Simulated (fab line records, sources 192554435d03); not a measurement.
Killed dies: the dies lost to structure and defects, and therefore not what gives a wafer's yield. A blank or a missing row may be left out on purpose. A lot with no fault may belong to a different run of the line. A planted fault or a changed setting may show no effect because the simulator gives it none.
Matching of chambers ; flow n5Finfet ; 4 sister chambers for N5_BEOL_M9_ETCH_76 on rieDiel-02
The step etches underlayer in N2/H2, target depth 6.5 nm, time 5.2 s. 14 wafers are shown with their chamber, then 7 later ones without.

WAFERS PAIRED WITH THEIR CHAMBERS
wafer;chamber;drypumpMotorCurrentA (A);throttleValvePct (%);oesProductAu (a.u.)
L077.2;1;5.7;17.95;0.58
L077.3;2;5.8;17.95;0.59
L077.5;2;5.9;17.96;0.60
L075.2;2;5.8;17.96;0.59
L075.3;3;6.5;18.15;0.65
L075.5;2;5.8;17.99;0.59
L079.1;0;6.5;18.17;0.62
L079.3;2;5.8;17.96;0.59
L079.4;1;5.7;17.95;0.58
L076.3;1;5.7;17.93;0.59
L076.4;2;5.9;17.97;0.59
L076.5;2;5.9;17.99;0.59
L081.4;0;6.5;18.18;0.62
L081.5;1;5.7;17.95;0.57

SIGNATURES (means of the wafers above)
reading;chamber 0;chamber 1;chamber 2;chamber 3;scatter within a chamber
drypumpMotorCurrentA;6.500;5.700;5.843;6.500;0.0414
throttleValvePct;18.1750;17.9450;17.9686;18.1500;0.0135
oesProductAu;0.6200;0.5800;0.5914;0.6500;0.00535
Rule: distance of a wafer from a chamber = root of the sum over the readings of ((wafer's reading minus chamber's mean) / reading's scatter) squared. If the next closest chamber is less than 2 further off than the closest, the wafer can't be placed; otherwise it belongs to the closest. How the scatter is found: for the shown wafers, subtract from each reading the mean of its chamber, square and add these, divide the total by (wafers less chambers), then take the root.

WAFERS MISSING THEIR CHAMBER
wafer;drypumpMotorCurrentA (A);throttleValvePct (%);oesProductAu (a.u.)
L081.6;5.8;17.99;0.58
L083.1;5.9;17.99;0.59
L083.4;5.7;17.97;0.59
L083.5;6.6;18.18;0.62
L088.1;5.7;17.97;0.57
L088.3;5.9;17.63;0.87
L088.5;6.6;18.23;0.64

EACH ONE'S CHAMBER
wafer;from the rows above;in truth
L081.6;can't be placed: 2 or 1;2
L083.1;2;2
L083.4;can't be placed: 1 or 2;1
L083.5;0;0
L088.1;1;1
L088.3;can't be placed: 2 or 3 or 1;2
L088.5;can't be placed: 0 or 3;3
Correct placement for 3 of the 7. These rows do not allow placing 4 (true chamber among the candidates in 4). 0 placed wrongly.
